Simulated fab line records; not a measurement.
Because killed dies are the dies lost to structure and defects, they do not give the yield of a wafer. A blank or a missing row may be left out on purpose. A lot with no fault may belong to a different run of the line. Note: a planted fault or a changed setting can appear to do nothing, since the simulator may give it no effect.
Struck lot and sound lot, side by side ; flow n5 finfet ; 32 steps out of a route of 1938
Sound: wafers L328.1, L328.2, L328.6. Wafers struck: L345.2, L345.4, L345.6. At the end, the cause is stated.
For every step that has rows: the tool of each side, followed by ch and its chambers, followed by its first start. Under that, the readings that differ: sound wafers ; struck wafers ; difference of the means ; sigmas: that difference in standard deviations of wafers without a fault.
alike: words and numbers the same on both sides, and readings whose means are apart by under 2 such deviations; not compared: readings that were withheld, readings missing a value for some wafer, numbers with overlapping values and no deviation given by the record, and bounds like >300 which may hide the same value.
The two part at a step that has a row with sigmas, a row that says differs or no value, or rows on one side only. Numbers that have no deviation but don't overlap get no sigmas and don't part them. Lack of a reading on every wafer of one side parts them only where that side has two or more wafers.

first, 1 step without rows for these wafers: N5_GATE_CUT_SRD_32 (time 30 s).
N5_GATE_CUT_SAC_CAP_01: material SiNx, target thk 24 nm, pulse time 1 s, ald cycles 480.
  sound on ald sin-03 ch 0,2,3, day 5 03:59; struck on ald sin-02 ch 0,2,3, day 9 08:37
  alike: heater power w, precursor pulse height rel
N5_GATE_CUT_PECVD_57: deposits SiNx from SiH4/NH3/N2, target thk 21 nm.
  sound on pecvd-04 ch 0,2, day 5 06:10; struck on pecvd-04 ch 0, day 9 10:49
  alike: heater power w, rf fwd power W, showerhead plenum p Torr, throttle valve pct
then, 8 steps without rows for these wafers: N5_GATE_CUT_CMP_02 (polishes, stops on SiO2, t overpolish 12.7 s, target thk 0 nm); N5_GATE_CUT_HM_DEP_46 (deposits SiO2 from TEOS/O2, target thk 130 nm, time 26.6 s); N5_GATE_CUT_COAT_34 (time 60 s, resist thk 60 nm); N5_GATE_CUT_COAT_35 (time 60 s, resist thk 10 nm); N5_GATE_CUT_COAT_27 (time 60 s, resist thk 10 nm); N5_GATE_CUT_COAT_07 (resist thk 30 nm); N5_GATE_CUT_EBR_09; N5_GATE_CUT_SOFTBAKE_08 (time 60 s).
N5_GATE_CUT_EXPOSE_10: exposes mask GATE CUT, target cd 20 nm.
  sound on euv scanner-02 ch 0, day 5 06:47; struck on euv scanner-02 ch 0, day 9 11:30
reading;sound;struck;difference;sigmas
exposure dose mJ cm2;43.3 43.2 43.2;48.0 47.9 47.9;+4.7;+15
  alike: mask
then, 2 steps without rows for these wafers: N5_GATE_CUT_PEB_11 (peb time 60 s); N5_GATE_CUT_DEVELOP_12 (develop time 30 s).
N5_GATE_CUT_CD_MEAS_13: target cd 20 nm.
  sound on cd sem-01 ch 0, day 5 06:55; struck on cd sem-02 ch 0, day 9 11:38
reading;sound;struck;difference;sigmas
cd nm (nm);19.97 19.84 19.94;22.08 22.84 22.46;+2.54;+10
N5_GATE_CUT_OVL_MEAS_14:
  sound on overlay-01 ch 0, day 5 06:56; struck on overlay-01 ch 0, day 9 11:40
reading;sound;struck;difference;sigmas
GATE_CUT_OVL (nm);0.7 0.8 0.9;-0.9 -0.5 -0.6;-1.5;-2
N5_GATE_CUT_INSPECT_15: inspects for defects (brightfield).
  sound on defect inspect-02 at day 5 07:00; struck on defect inspect-02 at day 9 11:43
  alike: raw defect count
N5_GATE_CUT_DESCUM_18: chemistry O2, time 7 s.
  sound on rie diel-03 ch 0,2, day 5 07:05; struck on rie diel-06 ch 1,3, day 9 11:45
reading;sound;struck;difference;sigmas
model.GATE_CUT.cd nm (nm);20.2 19.8 19.6;22.4 22.6 22.2;+2.5;
  alike: drypump motor current A, o2 flow sccm, oes product au, rf fwd power W, rf vpp V, showerhead plenum p Torr, throttle valve pct
  not compared: rf hours counter h
then, 1 step without rows for these wafers: N5_GATE_CUT_ETCH_28 (etches underlayer in N2/H2, target depth 13 nm, time 10.4 s).
N5_GATE_CUT_ETCH_36: etches SiARC in CF4, target depth 13 nm, time 21.7 s.
  sound on rie diel-03 ch 0,2, day 5 07:08; struck on rie diel-06 ch 1,3, day 9 11:49
  alike: drypump motor current A, etch rf on time s, oes product au, rf fwd power W, rf vpp V, showerhead plenum p Torr, throttle valve pct
  not compared: rf hours counter h
N5_GATE_CUT_ETCH_37: etches SOC in N2/H2, target depth 60 nm, overetch 12 nm, time 90 s.
  sound on rie diel-03 ch 0,2, day 5 07:10; struck on rie diel-06 ch 1,3, day 9 11:50
  alike: drypump motor current A, oes product au, rf fwd power W, rf vpp V, showerhead plenum p Torr, throttle valve pct
  not compared: rf hours counter h
then, 8 steps without rows for these wafers: N5_GATE_CUT_STRIP_38 (strips in N2/H2); N5_GATE_CUT_STRIP_39 (strips in N2/H2); N5_GATE_CUT_HM_OPEN_40 (chemistry C4F6/O2, target SiO2, target depth 139 nm, time 85.1 s); N5_GATE_CUT_STRIP_41 (strips in CF4); N5_GATE_CUT_STRIP_42 (strips in O2); N5_GATE_CUT_ETCH_19 (etches SiNx in CH3F/O2, target depth 53.7 nm, time 76.7 s); N5_GATE_CUT_CUT_ETCH_53 (etches W in SF6/Cl2, target depth 79.2 nm); N5_GATE_CUT_CUT_ETCH_54 (etches TiN in Cl2/BCl3, target depth 96.7 nm).
N5_GATE_CUT_CUT_ETCH_55: etches HfO2 in BCl3, target depth 3.2 nm.
  sound on rie metal-02 ch 0,1, day 5 07:36; struck on rie metal-02 ch 0, day 9 12:16
reading;sound;struck;difference;sigmas
rf fwd power W (W);436.7 444.3 436.7;444.1 444.2 443.9;+4.8;+2
  alike: drypump motor current A, oes product au, throttle valve pct
  not compared: rf hours counter h
N5_GATE_CUT_ETCH_47: etches SiO2 in Cl2/BCl3, target depth 10 nm.
  sound on rie metal-02 ch 0,1, day 5 07:38; struck on rie metal-02 ch 0, day 9 12:17
reading;sound;struck;difference;sigmas
model.GATE_CUT.cd nm (nm);20.6 20.2 20.2;23.2 23.4 22.8;+2.8;
  alike: drypump motor current A, oes product au, rf fwd power W, throttle valve pct
  not compared: rf hours counter h
then, 1 step without rows for these wafers: N5_GATE_CUT_VAPOR_ETCH_48 (etches TiN in BCl3/Cl2).

WHERE THEY PART
Last at N5_GATE_CUT_CUT_ETCH_55 as far as this record goes, first at N5_GATE_CUT_EXPOSE_10. Later steps at which nothing parts them and some readings are alike: N5_GATE_CUT_ETCH_47.

WHY: what the simulator had put in
Process parameters drifting: euv scanner-02 at N5_GATE_CUT_EXPOSE_10, beginning at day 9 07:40. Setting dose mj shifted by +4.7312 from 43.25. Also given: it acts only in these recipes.
